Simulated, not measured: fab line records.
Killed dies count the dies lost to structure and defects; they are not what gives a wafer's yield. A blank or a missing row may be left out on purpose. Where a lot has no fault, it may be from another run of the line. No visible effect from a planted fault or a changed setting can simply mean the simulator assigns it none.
Which tool was responsible? | flow n5 finfet | 63 wafers from 21 lots sampled at 6 of the route's 1938 steps

## WHAT THE GAUGES SHOWED, per wafer
The record holds no reading of a measuring or inspecting step that can be judged against a usual standard deviation.

## WHAT TOOL EACH LOT RAN ON (gives the tool, then ch and the chambers of the sampled wafers, and finally the start)
lot  | N5_MOL_CONTACT_COAG_ETCH_91        | N5_MOL_CONTACT_COAG_VIA_ETCH_46    | N5_MOL_CONTACT_COAG_DESCUM_45      | N5_MOL_CONTACT_COAG_ALD_133       | N5_MOL_CONTACT_COAG_ETCHBACK_136   | N5_MOL_CONTACT_COAG_CVD_140
L074 | rie diel-03 ch 1,2, day 5 00:52    | rie diel-03 ch 1,2, day 5 00:59    | rie diel-01 ch 0,2, day 5 01:46    | ald sin-01 ch 0,1, day 5 01:54    | rie diel-03 ch 0,2, day 5 02:14    | cvd w-01 ch 0,1, day 5 02:54
L075 | rie diel-03 ch 1,2,3, day 5 13:01  | rie diel-03 ch 1,2,3, day 5 13:08  | rie diel-03 ch 1,2,3, day 5 13:55  | ald sin-04 ch 1,3, day 5 14:02    | rie diel-03 ch 1,3, day 5 14:23    | cvd w-01 ch 0,1, day 5 15:05
L076 | rie diel-03 ch 1,2,3, day 5 16:02  | rie diel-03 ch 1,2,3, day 5 16:09  | rie diel-01 ch 1,2,3, day 5 17:13  | ald sin-03 ch 0,1,3, day 5 17:20  | rie diel-03 ch 0,1, day 5 17:39    | cvd w-01 ch 0,1, day 5 18:10
L077 | rie diel-01 ch 1,3, day 5 19:51    | rie diel-01 ch 1,3, day 5 19:58    | rie diel-03 ch 0,1, day 5 20:45    | ald sin-01 ch 1,2, day 5 20:53    | rie diel-03 ch 0,1,2, day 5 21:11  | cvd w-01 ch 1, day 5 21:43
L079 | rie diel-03 ch 0,1,3, day 6 09:44  | rie diel-03 ch 0,1,3, day 6 09:51  | rie diel-03 ch 0,1,2, day 6 10:38  | ald sin-01 ch 1,2,3, day 6 10:46  | rie diel-01 ch 0,1, day 6 11:04    | cvd w-01 ch 0,1, day 6 11:35
L080 | rie diel-03 ch 0,1,2, day 6 15:57  | rie diel-03 ch 0,1,2, day 6 16:04  | rie diel-01 ch 1,3, day 6 16:52    | ald sin-01 ch 0,1,3, day 6 17:01  | rie diel-01 ch 0,1, day 6 17:22    | cvd w-01 ch 0,1, day 6 17:53
L081 | rie diel-03 ch 2,3, day 6 18:26    | rie diel-03 ch 2,3, day 6 18:34    | rie diel-03 ch 2,3, day 6 20:05    | ald sin-01 ch 0,3, day 6 20:13    | rie diel-05 ch 0,2,3, day 6 20:33  | cvd w-02 ch 0, day 6 21:21
L082 | rie diel-01 ch 1,2,3, day 7 04:17  | rie diel-01 ch 1,2,3, day 7 04:24  | rie diel-01 ch 2,3, day 7 05:10    | ald sin-03 ch 0,1, day 7 05:19    | rie diel-01 ch 0,1,3, day 7 05:37  | cvd w-02 ch 0,1, day 7 06:08
L083 | rie diel-05 ch 0,2,3, day 7 11:01  | rie diel-05 ch 0,2,3, day 7 11:09  | rie diel-03 ch 1,2, day 7 11:55    | ald sin-01 ch 0,1,2, day 7 12:10  | rie diel-03 ch 1,3, day 7 12:34    | cvd w-02 ch 0,1, day 7 13:04
L084 | rie diel-03 ch 1,2, day 7 14:50    | rie diel-03 ch 1,2, day 7 14:58    | rie diel-03 ch 1,3, day 7 16:07    | ald sin-04 ch 0,2, day 7 16:14    | rie diel-01 ch 1,2, day 7 16:35    | cvd w-01 ch 0,1, day 7 17:06
L085 | rie diel-05 ch 0,1,3, day 8 01:40  | rie diel-05 ch 0,1,3, day 8 01:47  | rie diel-01 ch 0,1,3, day 8 02:39  | ald sin-03 ch 0,1,3, day 8 02:47  | rie diel-05 ch 2,3, day 8 03:05    | cvd w-01 ch 0,1, day 8 03:36
L086 | rie diel-05 ch 0,1,2, day 8 05:07  | rie diel-05 ch 0,1,2, day 8 05:14  | rie diel-01 ch 0,2,3, day 8 06:19  | ald sin-03 ch 0,1,3, day 8 06:26  | rie diel-03 ch 1,3, day 8 06:45    | cvd w-01 ch 0,1, day 8 07:16
L087 | rie diel-03 ch 2,3, day 8 10:23    | rie diel-03 ch 2,3, day 8 10:31    | rie diel-05 ch 0,2, day 8 11:17    | ald sin-03 ch 0,1, day 8 11:25    | rie diel-03 ch 2,3, day 8 11:43    | cvd w-01 ch 0,1, day 8 12:19
L088 | rie diel-01 ch 1,2, day 8 13:25    | rie diel-01 ch 1,2, day 8 13:32    | rie diel-05 ch 1,2,3, day 8 14:19  | ald sin-03 ch 2,3, day 8 15:29    | rie diel-05 ch 1,3, day 8 15:47    | cvd w-02 ch 0,1, day 8 16:18
L089 | rie diel-01 ch 0,2,3, day 8 18:14  | rie diel-01 ch 0,2,3, day 8 18:22  | rie diel-03 ch 1,2,3, day 8 19:16  | ald sin-03 ch 0,1,2, day 8 19:24  | rie diel-05 ch 0,2,3, day 8 19:42  | cvd w-02 ch 0,1, day 8 20:13
L090 | rie diel-01 ch 0,1, day 9 02:14    | rie diel-01 ch 0,1, day 9 02:21    | rie diel-01 ch 0,3, day 9 04:25    | ald sin-03 ch 0,2, day 9 04:34    | rie diel-01 ch 0,1,3, day 9 04:59  | cvd w-02 ch 0,1, day 9 05:30
L092 | rie diel-03 ch 0,1, day 9 15:40    | rie diel-03 ch 0,1, day 9 15:48    | rie diel-01 ch 1,3, day 9 17:04    | ald sin-03 ch 2,3, day 9 17:11    | rie diel-05 ch 0,1,2, day 9 17:38  | cvd w-02 ch 0,1, day 9 18:11
L093 | rie diel-01 ch 0,1,3, day 9 18:24  | rie diel-01 ch 0,1,3, day 9 18:32  | rie diel-01 ch 1,3, day 9 19:19    | ald sin-04 ch 0,1, day 9 19:26    | rie diel-01 ch 1,3, day 9 19:44    | cvd w-01 ch 1, day 9 20:16
L094 | rie diel-05 ch 0,2, day 10 08:14   | rie diel-05 ch 0,2, day 10 08:21   | rie diel-03 ch 1,2, day 10 09:19   | ald sin-04 ch 1,3, day 10 09:33   | rie diel-01 ch 2,3, day 10 09:51   | cvd w-02 ch 0,1, day 10 10:27
L096 | rie diel-05 ch 0,1,2, day 10 21:52 | rie diel-05 ch 0,1,2, day 10 21:59 | rie diel-01 ch 0,1,2, day 10 22:46 | ald sin-03 ch 0,1,2, day 10 22:55 | rie diel-01 ch 0,2,3, day 10 23:29 | cvd w-01 ch 0,1, day 11 00:00
L097 | rie diel-05 ch 0,2,3, day 11 00:13 | rie diel-05 ch 0,2,3, day 11 00:20 | rie diel-03 ch 1,2, day 11 01:07   | ald sin-03 ch 0,1,3, day 11 01:46 | rie diel-01 ch 0,2,3, day 11 02:04 | cvd w-02 ch 0,1, day 11 02:35
- N5_MOL_CONTACT_COAG_ETCH_91: etches SOC in N2/H2, target depth 60 nm, overetch 21 nm, time 101.2 s.
- N5_MOL_CONTACT_COAG_VIA_ETCH_46: etches SiO2 in C4F6/O2, target depth 46 nm, overetch 9.2 nm, time 40 s.
- N5_MOL_CONTACT_COAG_DESCUM_45: chemistry O2, time 7 s.
- N5_MOL_CONTACT_COAG_ALD_133: deposits SiO2, target thk 5 nm, pulse time 1 s, co reactant pulse time 1 s.
- N5_MOL_CONTACT_COAG_ETCHBACK_136: etches SiO2 in CHF3, target depth 25 nm, time 16.7 s.
- N5_MOL_CONTACT_COAG_CVD_140: deposits W, target thk 66.5 nm, time 215 s.

## WHAT THE TOOLS THEMSELVES READ (means of the sampled wafers that have a number; where no wafer has one, the mark that the record gives instead)
N5_MOL_CONTACT_COAG_ETCH_91. Usual: drypump motor current A is 5.8 A with standard deviation 0.39, h2 flow sccm is 200.0 sccm with standard deviation 0.65, oes product au is 0.69 a.u. with standard deviation 0.075, rf vpp V is 524 V with standard deviation 3.2, showerhead plenum p Torr is 2.54 Torr with standard deviation 0.11, temp c is 40.01 C with standard deviation 0.11, and throttle valve pct is 17.80 % with standard deviation 0.23.
lot  | tool        | drypump motor current A (A) | h2 flow sccm (sccm) | oes product au (a.u.) | rf vpp V (V) | showerhead plenum p Torr (Torr) | temp c (C) | throttle valve pct (%) | flag
L074 | rie diel-03 | 5.6                         | 200.2               | 0.65                  | 524          | 2.53                            | 40.01      | 18.03                  |
L075 | rie diel-03 | 5.8                         | 200.2               | 0.66                  | 524          | 2.56                            | 40.02      | 17.82                  |
L076 | rie diel-03 | 5.8                         | 200.0               | 0.65                  | 525          | 2.56                            | 40.04      | 17.82                  |
L077 | rie diel-01 | 6.3                         | 200.3               | 0.78                  | 526          | 2.64                            | 39.97      | 17.80                  |
L079 | rie diel-03 | 5.9                         | 200.3               | 0.65                  | 524          | 2.55                            | 39.86      | 17.75                  |
L080 | rie diel-03 | 5.6                         | 199.7               | 0.64                  | 522          | 2.52                            | 40.07      | 17.96                  |
L081 | rie diel-03 | 5.9                         | 199.2               | 0.59                  | 522          | 2.46                            | 39.90      | 17.91                  |
L082 | rie diel-01 | 5.8                         | 200.2               | 0.77                  | 524          | 2.56                            | 40.08      | 17.64                  |
L083 | rie diel-05 | 5.5                         | 200.1               | 0.65                  | 524          | 2.55                            | 40.01      | 17.95                  |
L084 | rie diel-03 | 5.5                         | 199.8               | 0.68                  | 526          | 2.62                            | 40.07      | 18.01                  |
L085 | rie diel-05 | 5.6                         | 200.1               | 0.68                  | 523          | 2.50                            | 39.92      | 18.00                  |
L086 | rie diel-05 | 5.6                         | 200.0               | 0.72                  | 523          | 2.51                            | 40.00      | 17.85                  |
L087 | rie diel-03 | 5.9                         | 200.7               | 0.58                  | 521          | 2.45                            | 39.98      | 17.93                  |
L088 | rie diel-01 | 5.6                         | 200.0               | 0.74                  | 522          | 2.49                            | 40.03      | 17.65                  |
L089 | rie diel-01 | 5.8                         | 200.0               | 0.74                  | 523          | 2.55                            | 39.92      | 17.64                  |
L090 | rie diel-01 | 5.8                         | 199.3               | 0.73                  | 522          | 2.49                            | 40.18      | 17.82                  |
L092 | rie diel-03 | 5.6                         | 200.2               | 0.77                  | 528          | 2.71                            | 39.98      | 17.66                  |
L093 | rie diel-01 | 6.0                         | 200.3               | 0.72                  | 525          | 2.56                            | 40.16      | 17.83                  |
L094 | rie diel-05 | 5.5                         | 200.2               | 0.66                  | 521          | 2.46                            | 40.13      | 18.04                  |
L096 | rie diel-05 | 5.6                         | 199.7               | 0.69                  | 523          | 2.50                            | 39.97      | 17.89                  |
L097 | rie diel-05 | 5.6                         | 199.7               | 0.71                  | 524          | 2.55                            | 40.04      | 17.88                  |

N5_MOL_CONTACT_COAG_VIA_ETCH_46. Usual: drypump motor current A 5.8 A, standard deviation 0.39; oes product au 0.73 a.u., standard deviation 0.079; rf vpp V 1609 V, standard deviation 27; showerhead plenum p Torr 2.84 Torr, standard deviation 0.13; throttle valve pct 40.9 %, standard deviation 0.4.
lot  | tool        | drypump motor current A (A) | oes product au (a.u.) | rf vpp V (V) | showerhead plenum p Torr (Torr) | throttle valve pct (%) | flag
L074 | rie diel-03 | 5.6                         | 0.69                  | 1614         | 2.81                            | 41.0                   |
L075 | rie diel-03 | 5.8                         | 0.70                  | 1626         | 2.85                            | 40.9                   |
L076 | rie diel-03 | 5.9                         | 0.70                  | 1626         | 2.85                            | 40.9                   |
L077 | rie diel-01 | 6.3                         | 0.83                  | 1613         | 2.96                            | 41.4                   |
L079 | rie diel-03 | 5.8                         | 0.69                  | 1623         | 2.84                            | 40.7                   |
L080 | rie diel-03 | 5.6                         | 0.68                  | 1612         | 2.80                            | 40.8                   |
L081 | rie diel-03 | 5.9                         | 0.63                  | 1614         | 2.74                            | 40.7                   |
L082 | rie diel-01 | 5.8                         | 0.82                  | 1614         | 2.86                            | 41.0                   |
L083 | rie diel-05 | 5.6                         | 0.70                  | 1597         | 2.84                            | 40.7                   |
L084 | rie diel-03 | 5.5                         | 0.73                  | 1623         | 2.91                            | 41.2                   |
L085 | rie diel-05 | 5.5                         | 0.72                  | 1578         | 2.79                            | 40.8                   |
L086 | rie diel-05 | 5.6                         | 0.76                  | 1579         | 2.81                            | 40.9                   |
L087 | rie diel-03 | 5.9                         | 0.63                  | 1613         | 2.73                            | 40.7                   |
L088 | rie diel-01 | 5.6                         | 0.79                  | 1594         | 2.78                            | 40.9                   |
L089 | rie diel-01 | 5.7                         | 0.79                  | 1622         | 2.87                            | 41.0                   |
L090 | rie diel-01 | 5.7                         | 0.78                  | 1580         | 2.78                            | 41.1                   |
L092 | rie diel-03 | 5.5                         | 0.81                  | 1627         | 3.01                            | 41.0                   |
L093 | rie diel-01 | 6.0                         | 0.77                  | 1599         | 2.86                            | 41.3                   |
L094 | rie diel-05 | 5.6                         | 0.71                  | 1576         | 2.74                            | 40.8                   |
L096 | rie diel-05 | 5.6                         | 0.74                  | 1580         | 2.80                            | 40.9                   |
L097 | rie diel-05 | 5.5                         | 0.75                  | 1597         | 2.83                            | 40.9                   |

N5_MOL_CONTACT_COAG_DESCUM_45. Usual: drypump motor current A 5.8 A, standard deviation 0.4; oes product au 0.82 a.u., standard deviation 0.097; rf vpp V 243.1 V, standard deviation 1.7; showerhead plenum p Torr 2.10 Torr, standard deviation 0.095; temp c 40.01 C, standard deviation 0.1; throttle valve pct 20.46 %, standard deviation 0.23.
lot  | tool        | drypump motor current A (A) | oes product au (a.u.) | rf vpp V (V) | showerhead plenum p Torr (Torr) | temp c (C) | throttle valve pct (%) | flag
L074 | rie diel-01 | 5.3                         | 0.68                  | 242.9        | 2.04                            | 40.09      | 20.45                  |
L075 | rie diel-03 | 5.8                         | 0.79                  | 243.6        | 2.11                            | 40.02      | 20.48                  |
L076 | rie diel-01 | 5.8                         | 0.85                  | 243.1        | 2.12                            | 40.06      | 20.46                  |
L077 | rie diel-03 | 5.5                         | 0.76                  | 242.4        | 2.05                            | 40.11      | 20.29                  |
L079 | rie diel-03 | 5.5                         | 0.76                  | 242.4        | 2.06                            | 40.06      | 20.47                  |
L080 | rie diel-01 | 6.2                         | 0.92                  | 244.4        | 2.18                            | 40.02      | 20.57                  |
L081 | rie diel-03 | 5.9                         | 0.71                  | 242.3        | 2.03                            | 40.01      | 20.64                  |
L082 | rie diel-01 | 5.5                         | 0.95                  | 243.5        | 2.11                            | 40.02      | 20.23                  |
L083 | rie diel-03 | 5.6                         | 0.76                  | 243.1        | 2.07                            | 39.99      | 20.67                  |
L084 | rie diel-03 | 6.2                         | 0.77                  | 243.3        | 2.13                            | 40.03      | 20.36                  |
L085 | rie diel-01 | 6.0                         | 0.89                  | 243.1        | 2.11                            | 39.98      | 20.44                  |
L086 | rie diel-01 | 5.7                         | 0.91                  | 242.8        | 2.10                            | 40.00      | 20.33                  |
L087 | rie diel-05 | 5.6                         | 0.81                  | 241.2        | 2.04                            | 39.97      | 20.67                  |
L088 | rie diel-05 | 5.6                         | 0.81                  | 244.2        | 2.14                            | 40.02      | 20.42                  |
L089 | rie diel-03 | 5.8                         | 0.75                  | 243.3        | 2.10                            | 39.97      | 20.53                  |
L090 | rie diel-01 | 5.9                         | 0.88                  | 243.4        | 2.10                            | 39.95      | 20.41                  |
L092 | rie diel-01 | 6.2                         | 0.87                  | 244.9        | 2.17                            | 40.01      | 20.61                  |
L093 | rie diel-01 | 6.0                         | 0.87                  | 242.5        | 2.12                            | 39.96      | 20.51                  |
L094 | rie diel-03 | 5.5                         | 0.79                  | 243.4        | 2.13                            | 40.11      | 20.58                  |
L096 | rie diel-01 | 5.5                         | 0.87                  | 243.1        | 2.04                            | 39.90      | 20.25                  |
L097 | rie diel-03 | 5.6                         | 0.73                  | 242.3        | 2.06                            | 40.04      | 20.71                  |

N5_MOL_CONTACT_COAG_ALD_133. Usual: heater power w 78 W, standard deviation 7; precursor pulse height rel 1.003, standard deviation 0.02.
lot  | tool       | heater power w (W) | precursor pulse height rel | flag
L074 | ald sin-01 | 72                 | 1.017                      |
L075 | ald sin-04 | 71                 | 0.992                      |
L076 | ald sin-03 | 77                 | 0.998                      |
L077 | ald sin-01 | 77                 | 1.002                      |
L079 | ald sin-01 | 76                 | 1.022                      |
L080 | ald sin-01 | 74                 | 1.004                      |
L081 | ald sin-01 | 74                 | 1.004                      |
L082 | ald sin-03 | 72                 | 1.022                      |
L083 | ald sin-01 | 75                 | 0.990                      |
L084 | ald sin-04 | 77                 | 1.007                      |
L085 | ald sin-03 | 79                 | 0.991                      |
L086 | ald sin-03 | 78                 | 0.988                      |
L087 | ald sin-03 | 77                 | 1.010                      |
L088 | ald sin-03 | 87                 | 1.007                      |
L089 | ald sin-03 | 78                 | 1.010                      |
L090 | ald sin-03 | 80                 | 1.015                      |
L092 | ald sin-03 | 87                 | 0.986                      |
L093 | ald sin-04 | 77                 | 0.997                      |
L094 | ald sin-04 | 72                 | 1.005                      |
L096 | ald sin-03 | 78                 | 1.007                      |
L097 | ald sin-03 | 79                 | 1.014                      |

N5_MOL_CONTACT_COAG_ETCHBACK_136. Usual: drypump motor current A 5.8 A, standard deviation 0.4; oes product au 0.83 a.u., standard deviation 0.094; rf vpp V 532 V, standard deviation 9.4; showerhead plenum p Torr 2.39 Torr, standard deviation 0.11; throttle valve pct 18.73 %, standard deviation 0.23.
lot  | tool        | drypump motor current A (A) | oes product au (a.u.) | rf vpp V (V) | showerhead plenum p Torr (Torr) | throttle valve pct (%) | flag
L074 | rie diel-03 | 5.6                         | 0.70                  | 530          | 2.26                            | 18.84                  |
L075 | rie diel-03 | 5.8                         | 0.86                  | 542          | 2.47                            | 18.62                  |
L076 | rie diel-03 | 5.5                         | 0.77                  | 533          | 2.34                            | 18.65                  |
L077 | rie diel-03 | 5.6                         | 0.76                  | 533          | 2.35                            | 18.77                  |
L079 | rie diel-01 | 5.7                         | 0.94                  | 525          | 2.34                            | 18.60                  |
L080 | rie diel-01 | 5.7                         | 0.92                  | 525          | 2.34                            | 18.61                  |
L081 | rie diel-05 | 5.5                         | 0.79                  | 528          | 2.38                            | 18.80                  |
L082 | rie diel-01 | 6.0                         | 0.92                  | 529          | 2.41                            | 18.72                  |
L083 | rie diel-03 | 6.1                         | 0.78                  | 542          | 2.41                            | 18.58                  |
L084 | rie diel-01 | 5.6                         | 0.92                  | 527          | 2.33                            | 18.48                  |
L085 | rie diel-05 | 5.5                         | 0.75                  | 534          | 2.47                            | 18.84                  |
L086 | rie diel-03 | 6.1                         | 0.78                  | 540          | 2.41                            | 18.60                  |
L087 | rie diel-03 | 6.1                         | 0.70                  | 538          | 2.32                            | 18.67                  |
L088 | rie diel-05 | 5.5                         | 0.76                  | 528          | 2.42                            | 18.89                  |
L089 | rie diel-05 | 5.6                         | 0.78                  | 528          | 2.38                            | 18.84                  |
L090 | rie diel-01 | 6.0                         | 0.88                  | 528          | 2.40                            | 18.75                  |
L092 | rie diel-05 | 5.6                         | 0.84                  | 522          | 2.34                            | 18.72                  |
L093 | rie diel-01 | 6.1                         | 0.87                  | 526          | 2.39                            | 18.73                  |
L094 | rie diel-01 | 6.0                         | 0.89                  | 540          | 2.47                            | 18.82                  |
L096 | rie diel-01 | 5.7                         | 0.87                  | 536          | 2.40                            | 18.72                  |
L097 | rie diel-01 | 5.8                         | 0.87                  | 537          | 2.40                            | 18.71                  |

N5_MOL_CONTACT_COAG_CVD_140. Usual: 476 W for heater power w, sd 23.
lot  | tool     | heater power w (W) | flag
L074 | cvd w-01 | 456                |
L075 | cvd w-01 | 462                |
L076 | cvd w-01 | 457                |
L077 | cvd w-01 | 453                |
L079 | cvd w-01 | 460                |
L080 | cvd w-01 | 450                |
L081 | cvd w-02 | 479                |
L082 | cvd w-02 | 493                |
L083 | cvd w-02 | 503                |
L084 | cvd w-01 | 461                |
L085 | cvd w-01 | 462                |
L086 | cvd w-01 | 458                |
L087 | cvd w-01 | 457                |
L088 | cvd w-02 | 504                |
L089 | cvd w-02 | 502                |
L090 | cvd w-02 | 488                |
L092 | cvd w-02 | 489                |
L093 | cvd w-01 | 454                |
L094 | cvd w-02 | 494                |
L096 | cvd w-01 | 461                |
L097 | cvd w-02 | 493                |

## THE ANSWER, worked out from the rows above alone
Rule: take the mean of a lot's wafers that have a number; if it is more than 3 standard deviations from the usual mean, the lot is off. Also off: a lot with no number at a reading for which 4 or more lots have one. All remaining lots with rows at the step are treated as sound. The gauges are gone through in route order, then the tools' own readings, and for those a lot's mean is taken as printed above. At the first step where some lot is off, the reading lying furthest off is the one used; lots without a number count as furthest.
Nothing can be told from this: no lot is off at any reading shown.

## WHAT THE SIMULATOR PUT IN
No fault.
